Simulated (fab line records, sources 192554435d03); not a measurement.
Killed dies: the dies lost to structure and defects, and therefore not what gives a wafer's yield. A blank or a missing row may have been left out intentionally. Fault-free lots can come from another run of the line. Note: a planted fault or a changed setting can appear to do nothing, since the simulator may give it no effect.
Chamber matching + flow n5-finfet + 4 sister chambers for N5_FIN_SAQP_ETCH_65 on rie-si-03
The step etches SiO2 in CF4, target depth 4 nm, time 4.4 s. 4 wafers are shown with their chamber, then 9 later ones without.

WAFERS WITH THEIR CHAMBER
| wafer  | chamber | throttle-valve-pct (%) |
|--------|---------|------------------------|
| L090.1 | 1       | 21.72                  |
| L092.1 | 2       | 21.68                  |
| L092.2 | 0       | 21.38                  |
| L092.3 | 3       | 21.51                  |

WAFERS MISSING THEIR CHAMBER
| wafer  | throttle-valve-pct (%) |
|--------|------------------------|
| L093.3 | 21.37                  |
| L093.4 | 21.72                  |
| L093.6 | 21.73                  |
| L094.1 | 21.50                  |
| L094.4 | 21.36                  |
| L094.6 | 21.72                  |
| L095.2 | 21.74                  |
| L095.3 | 21.36                  |
| L095.6 | 21.50                  |

WHICH CHAMBER EACH ONE RAN IN
| wafer  | from the rows above | in truth |
|--------|---------------------|----------|
| L093.3 | 0                   | 0        |
| L093.4 | 1                   | 1        |
| L093.6 | 1                   | 1        |
| L094.1 | 3                   | 3        |
| L094.4 | 0                   | 0        |
| L094.6 | 1                   | 1        |
| L095.2 | 1                   | 1        |
| L095.3 | 0                   | 0        |
| L095.6 | 3                   | 3        |
Correct placement for 9 of the 9. Number that these rows cannot place: 0. 0 placed wrongly.
How it was worked out, from the rows above alone: a wafer's distance from a chamber is the root of the sum, over the readings, of the square of ((its reading less the chamber's mean) divided by the reading's scatter). The wafer belongs to the nearest chamber; if the next one is less than 2 further off, it can't be placed. For every chamber, the mean is computed from those of its wafers that are shown. The scatter: root of mean squared gap, hidden wafer to nearest shown wafer, with one shown wafer a chamber.
